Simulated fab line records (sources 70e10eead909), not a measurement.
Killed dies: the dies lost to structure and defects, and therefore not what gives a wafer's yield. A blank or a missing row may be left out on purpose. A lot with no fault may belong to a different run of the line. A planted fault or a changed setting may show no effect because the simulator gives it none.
Matching of chambers + flow nand-harc + 4 sister chambers for NHARC_A_STAIRCASE_DESCUM_168 on rie-diel-13
The step chemistry O2, time 3 s. 4 wafers are shown with their chamber, then 7 later ones without.

== WAFERS WITH THEIR CHAMBER ==
| wafer  | chamber | drypump-motor-current-A (A) |
|--------|---------|-----------------------------|
| L089.1 | 1       | 5.6                         |
| L089.2 | 2       | 5.4                         |
| L095.2 | 3       | 5.0                         |
| L095.4 | 0       | 5.3                         |

== WAFERS WITH NO CHAMBER GIVEN ==
| wafer  | drypump-motor-current-A (A) |
|--------|-----------------------------|
| L095.5 | 5.6                         |
| L096.1 | 5.6                         |
| L096.3 | 5.0                         |
| L096.4 | 5.2                         |
| L097.3 | 5.2                         |
| L097.4 | 4.9                         |
| L097.6 | 5.4                         |

== EACH ONE'S CHAMBER ==
| wafer  | from the rows above          | in truth |
|--------|------------------------------|----------|
| L095.5 | 1                            | 1        |
| L096.1 | 1                            | 1        |
| L096.3 | 3                            | 3        |
| L096.4 | can't be placed: 0 or 2 or 3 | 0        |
| L097.3 | can't be placed: 0 or 2 or 3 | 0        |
| L097.4 | 3                            | 3        |
| L097.6 | can't be placed: 2 or 0      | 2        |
Correct placement for 4 of the 7. Can't be placed from these rows: 3 (the true chamber is among the candidates in 3). 0 placed wrongly.
How it was worked out, from the rows above alone: a wafer's distance from a chamber is the root of the sum, over the readings, of the square of ((its reading less the chamber's mean) divided by the reading's scatter). If the next closest chamber is less than 2 further off than the closest, the wafer can't be placed; otherwise it belongs to the closest. For every chamber, the mean is computed from those of its wafers that are shown. The scatter: root of mean squared gap, hidden wafer to nearest shown wafer, with one shown wafer a chamber.
